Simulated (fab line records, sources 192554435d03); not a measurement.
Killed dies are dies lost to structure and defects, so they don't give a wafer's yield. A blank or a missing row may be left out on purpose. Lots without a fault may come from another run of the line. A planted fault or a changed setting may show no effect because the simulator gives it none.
Problem report in the 8D (eight disciplines) form, filled by code | flow n5_finfet | the parts of the form that need people (team, actions taken, sign-off) are left out

1. THE PROBLEM
spin_speed_rpm at N5_BEOL_M1_COAT_67 reads a mean of 1458.7 rpm on 6 wafers of 2 lots; wafers without a fault read 1500.2 rpm with a standard deviation of 1.1. That is -38 standard deviations from the usual mean.
The step: time 60 s, resist thk 60 nm.
First seen on wafer L609.1, day 8 11:27, on litho_track-05. The record holds 12 wafers of 4 lots with a number at this step. Rule for "out", or "out of limits": more than 4 standard deviations from the usual mean. The other wafers with a number count as sound.

2. WHAT IT IS AND WHAT IT IS NOT
question                    | is                     | is not
which readings at this step | spin_speed_rpm         | -
which lots                  | L609, L610             | L600, L613
which wafers of those lots  | all that have a number | -
read on which tools         | litho_track-05         | litho_track-02
when                        | from day 8 11:27       | up to then (3 sound wafers); but 3 sound wafers of L613 came after

3. SUSPECTS, AND WHAT RULES EACH OUT
Counting: a tool at a process step up to the reading stays a suspect if it ran every lot that is out and no sound lot after the first of them.
- litho_track-05 at N5_BEOL_M1_COAT_67 (time 60 s, resist thk 60 nm): kept. It ran every lot that is out, first L609 (day 8 11:27), and no sound lot after that; its last sound lot up to then is L600 (day 6 13:31). Its own readings are out on those wafers: spin_speed_rpm.
Left after counting: litho_track-05 at N5_BEOL_M1_COAT_67.

4. THE CAUSE (what the simulator had put in)
Process parameter drift: litho_track-05, from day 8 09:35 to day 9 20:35, at N5_BEOL_M1_COAT_67. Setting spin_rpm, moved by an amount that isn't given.
Counting left only this tool.

5. THE CHAIN OF EFFECTS, in route order
Each row: a reading whose mean over the struck wafers that have a number lies more than 3 standard deviations from the usual. Only readings for which the record gives a usual standard deviation are gone through. hours: the time from each lot's start at the first step in this table that gives one to its start at this step, as a median over the lots. sigmas: the change in usual standard deviations.
hours | step               | reading        | usual      | on struck wafers | change | sigmas
0     | N5_BEOL_M1_COAT_67 | spin_speed_rpm | 1500.2 rpm | 1458.7           | -41.5  | -38
The process steps in it:
- N5_BEOL_M1_COAT_67: time 60 s, resist thk 60 nm.
Later measuring or inspecting steps at which every struck wafer that the step has a row for has a number for every such reading, and none has moved that far: N5_BEOL_M4_RC_MEAS_101.

6. WHAT WOULD HAVE CAUGHT IT SOONER
In this record the first reading out of limits was taken at day 8 11:27, 2 hours after the fault began at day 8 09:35.
